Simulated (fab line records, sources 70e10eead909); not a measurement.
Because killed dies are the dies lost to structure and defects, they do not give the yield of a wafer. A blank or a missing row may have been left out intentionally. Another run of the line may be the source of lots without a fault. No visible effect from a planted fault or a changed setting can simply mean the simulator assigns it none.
Which tool did it?    flow nand harc    42 wafers from 14 lots sampled at 2 of the route's 1302 steps

## WHAT THE GAUGES SHOWED, per wafer
NHARC_A_CONTACT_CD_MEAS_53. Usual: 289.6 nm for cd nm, sd 0.7.
lot   measured      on         cd nm (nm)         flag
L574  day 22 07:42  cd sem-03  289.9 289.7 290.3  
L573  day 22 12:38  cd sem-02  290.3 289.6 289.8  
L576  day 22 13:20  cd sem-01  289.8 290.0 289.4  
L575  day 22 14:53  cd sem-02  290.4 289.8 290.7  
L577  day 23 05:31  cd sem-01  289.6 289.8 288.7  
L578  day 23 05:25  cd sem-03  288.9 288.0 289.5  
L579  day 24 01:19  cd sem-03  290.0 289.9 289.9  
L581  day 25 09:53  cd sem-01  289.9 288.9 289.5  
L584  day 26 07:58  cd sem-02  289.8 289.6 289.4  
L589  day 28 14:08  cd sem-01  289.4 288.8 289.0  
L592  day 29 07:02  cd sem-01  289.6 289.0 289.8  
L593  day 29 07:14  cd sem-02  287.8 288.7 288.4  
L596  day 31 09:58  cd sem-02  289.5 288.7 289.6  
L595  day 31 13:21  cd sem-02  290.4 290.8 289.9  

## WHAT TOOL EACH LOT RAN ON (gives the tool, then ch and the chambers of the sampled wafers, and finally the start)
lot   NHARC_A_CONTACT_ETCH_121
L574  har cap etch-03 ch 0,1, day 22 06:08
L573  har cap etch-02 ch 0,1, day 22 11:10
L576  har cap etch-03 ch 0,1, day 22 11:47
L575  har cap etch-01 ch 0,1, day 22 13:23
L577  har cap etch-03 ch 0,1, day 23 03:45
L578  har cap etch-01 ch 0,1, day 23 03:51
L579  har cap etch-03 ch 0,1, day 23 23:52
L581  har cap etch-02 ch 0,1, day 25 08:19
L584  har cap etch-03 ch 0,1, day 26 06:30
L589  har cap etch-01 ch 0,1, day 28 12:36
L592  har cap etch-03 ch 0,1, day 29 05:30
L593  har cap etch-02 ch 0,1, day 29 05:46
L596  har cap etch-03 ch 0,1, day 31 08:27
L595  har cap etch-01 ch 0,1, day 31 11:52
- NHARC_A_CONTACT_ETCH_121: etches the open film in C4F8/O2/Ar, time 190 s, target depth 1850 nm.

## WHAT THE TOOLS THEMSELVES READ (means of the sampled wafers that have a number; where no wafer has one, the mark that the record gives instead)
NHARC_A_CONTACT_ETCH_121. Usual: 1.000 a.u. for oes air line au, sd 0.02.
lot   tool             oes air line au (a.u.)  flag
L574  har cap etch-03  1.002                   
L573  har cap etch-02  1.003                   
L576  har cap etch-03  1.008                   
L575  har cap etch-01  1.002                   
L577  har cap etch-03  1.010                   
L578  har cap etch-01  1.009                   
L579  har cap etch-03  1.009                   
L581  har cap etch-02  0.989                   
L584  har cap etch-03  0.989                   
L589  har cap etch-01  0.994                   
L592  har cap etch-03  0.975                   
L593  har cap etch-02  1.001                   
L596  har cap etch-03  1.021                   
L595  har cap etch-01  1.015                   

## THE ANSWER, worked out from the rows above alone
Rule: lot off if the mean of its wafers having a number is beyond 3 standard deviations from the usual mean. Also off: a lot with no number at a reading for which 4 or more lots have one. All remaining lots with rows at the step are treated as sound. Order of review: gauges by route order, followed by the tools' own readings, for which a lot's mean as printed above is used. At the first step where some lot is off, the reading lying furthest off is the one used; lots without a number count as furthest.
Across all readings shown, no lot is off: no conclusion can be drawn from this.

## WHAT THE SIMULATOR HAD PUT IN
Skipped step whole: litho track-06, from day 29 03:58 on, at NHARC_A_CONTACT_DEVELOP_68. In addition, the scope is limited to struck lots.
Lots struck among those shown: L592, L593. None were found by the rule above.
